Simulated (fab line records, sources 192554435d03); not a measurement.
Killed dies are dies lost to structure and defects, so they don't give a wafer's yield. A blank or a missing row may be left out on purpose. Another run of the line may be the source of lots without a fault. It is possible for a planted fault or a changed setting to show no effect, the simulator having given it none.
Chamber matching -- flow n5_finfet -- 4 sister chambers for N5_FIN_CUT_CUT_ETCH_28 on rie_si-05
The step etches Si in HBr/Cl2/O2, target depth 6 nm, time 2.4 s. 4 wafers are shown with their chamber, then 9 later ones without.

WAFERS WITH THEIR CHAMBER
wafer,chamber,throttle_valve_pct (%)
L082.5,3,37.72
L083.6,2,37.12
L087.2,0,37.10
L087.5,1,37.17

WAFERS WITHOUT THEIR CHAMBER
wafer,throttle_valve_pct (%)
L090.1,37.18
L090.3,37.12
L090.4,37.12
L094.2,37.10
L094.4,37.72
L094.5,37.11
L095.2,37.12
L095.3,37.72
L095.4,37.72

THE CHAMBER EACH PASSED THROUGH
wafer,from the rows above,in truth
L090.1,1,1
L090.3,2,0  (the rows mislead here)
L090.4,2,2
L094.2,0,0
L094.4,3,3
L094.5,can't be placed: 0 or 2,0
L095.2,2,2
L095.3,3,3
L095.4,3,3
Correct placement for 7 of the 9. Can't be placed from these rows: 1 (the true chamber is among the candidates in 1). Number placed wrongly: 1.
How it was worked out, from the rows above alone: a wafer's distance from a chamber is the root of the sum, over the readings, of the square of ((its reading less the chamber's mean) divided by the reading's scatter). The wafer belongs to the nearest chamber; if the next one is less than 2 further off, it can't be placed. Each chamber's mean is taken over the wafers shown for it. The scatter: root of mean squared gap, hidden wafer to nearest shown wafer, with one shown wafer a chamber.
